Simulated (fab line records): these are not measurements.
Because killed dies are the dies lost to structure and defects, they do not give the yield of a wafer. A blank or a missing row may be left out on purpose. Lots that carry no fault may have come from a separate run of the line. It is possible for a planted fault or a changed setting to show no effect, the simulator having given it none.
Lot-split experiment ; flow n5 finfet ; on a route of 1938 steps: 7 lots, 21 wafers read

SPLIT DETAILS
At N5_BEOL_M1_COAT_05 (resist thk 30 nm), the setting spin rpm was moved away from the recipe's 1500 rpm on 4 of the 21 wafers read, by -8.4% to +10.5%. For the rest of the wafers, this setting stayed at what the recipe calls for.

FROM THE SPLIT TO THE READING: what the file shows between them, 4 steps
- N5_BEOL_M1_EBR_07
- N5_BEOL_M1_SOFTBAKE_06: time 60 s
- N5_BEOL_M1_EXPOSE_08: exposes mask M1
- N5_BEOL_M1_PEB_09: peb time 60 s

THE READING
CAR-EUV_of_BEOL_M1_COAT_05.thk nm (the simulator's own value, which no gauge read), in nm, at N5_BEOL_M1_DEVELOP_10 (develop time 30 s). No usual value for it is given in the file. Across the 17 wafers here that went through the recipe, the average is 29.6 nm and the standard deviation 0.085 nm.

wafer;tool, chamber at the split;spin rpm as run, rpm;against the recipe;CAR-EUV_of_BEOL_M1_COAT_05.thk nm, nm;against lot-mates on the recipe
L075.3;litho track-02, 0;1500;recipe;29.6;-
L075.4;litho track-02, 0;1500;recipe;29.6;-
L075.5;litho track-02, 0;1500;recipe;29.6;-
L078.1;litho track-01, 0;1500;recipe;29.4;-
L078.2;litho track-01, 0;1500;recipe;29.4;-
L078.6;litho track-01, 0;1500;recipe;29.4;-
L079.4;litho track-02, 0;1500;recipe;29.4;-
L079.5;litho track-02, 0;1500;recipe;29.6;-
L079.6;litho track-02, 0;1500;recipe;29.6;-
L090.3;litho track-02, 0;1500;recipe;29.6;-
L090.5;litho track-02, 0;1500;recipe;29.6;-
L090.6;litho track-02, 0;1500;recipe;29.6;-
L091.2;litho track-01, 0;1374;-8.4%;30.8;+1.2
L091.6;litho track-01, 0;1374;-8.4%;30.8;+1.2
L091.4;litho track-01, 0;1500;recipe;29.6;-
L092.1;litho track-03, 0;1500;recipe;29.6;-
L092.3;litho track-03, 0;1500;recipe;29.6;-
L092.5;litho track-03, 0;1543;+2.9%;29.2;-0.4
L094.2;litho track-02, 0;1657;+10.5%;28.2;-1.4
L094.3;litho track-02, 0;1500;recipe;29.6;-
L094.5;litho track-02, 0;1500;recipe;29.6;-

THE FIT
A straight line over all 21 wafers: CAR-EUV_of_BEOL_M1_COAT_05.thk nm changes by -0.139 nm for each +1% of spin rpm; r = -0.99; the points scatter about the line by 0.087 nm.
The same after taking each lot's own level away (the mean of its wafers on the recipe; 21 wafers): -0.139 nm for each +1%; r = -1.00; scatter 0.04 nm.
According to that fit, moving spin rpm by its largest amount changes the reading by 1.5 nm.
Across the lots, their own levels run from 29.40 to 29.60 nm, a range of 2.4 times the standard deviation given above.
So the lot-to-lot level changes the slope little: the two slopes agree.
Check: for one of the wafers moved furthest among these (+10.5%), held out of the fit, the line's prediction against its lot-mates is -1.49 nm. It came out at -1.4 nm against them.

FURTHER SPLITS ON THESE WAFERS
These wafers also went through other splits before the reading. Each is held against what the fit with the lots' levels taken away leaves over:
other split on the same wafers;wafers away from the commonest value;r with CAR-EUV_of_BEOL_M1_COAT_05.thk nm (lot level and that fit taken away)
N5_BEOL_M0_CUTY_ETCH_63 source w;8;+0.06
N5_BEOL_M1_ILD_DEP_00 time s;7;+0.01

THE WHOLE CHAIN: every reading that the file lists as answering this split, in the file's order
step;what it does;reading;change (the file's fit);r (the file's)
N5_BEOL_M1_COAT_05;resist thk 30 nm;CAR-EUV_of_BEOL_M1_COAT_05.thk nm (the simulator's own value, which no gauge read);-0.149 nm for each +1% of the setting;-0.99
N5_BEOL_M1_DEVELOP_10;develop time 30 s;CAR-EUV_of_BEOL_M1_COAT_05.thk nm (the simulator's own value, which no gauge read);-0.137 nm for each +1% of the setting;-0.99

THE FILE'S OWN FIT
CAR-EUV_of_BEOL_M1_COAT_05.thk nm changes by -0.137 nm for each +1% of spin rpm, r = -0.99.
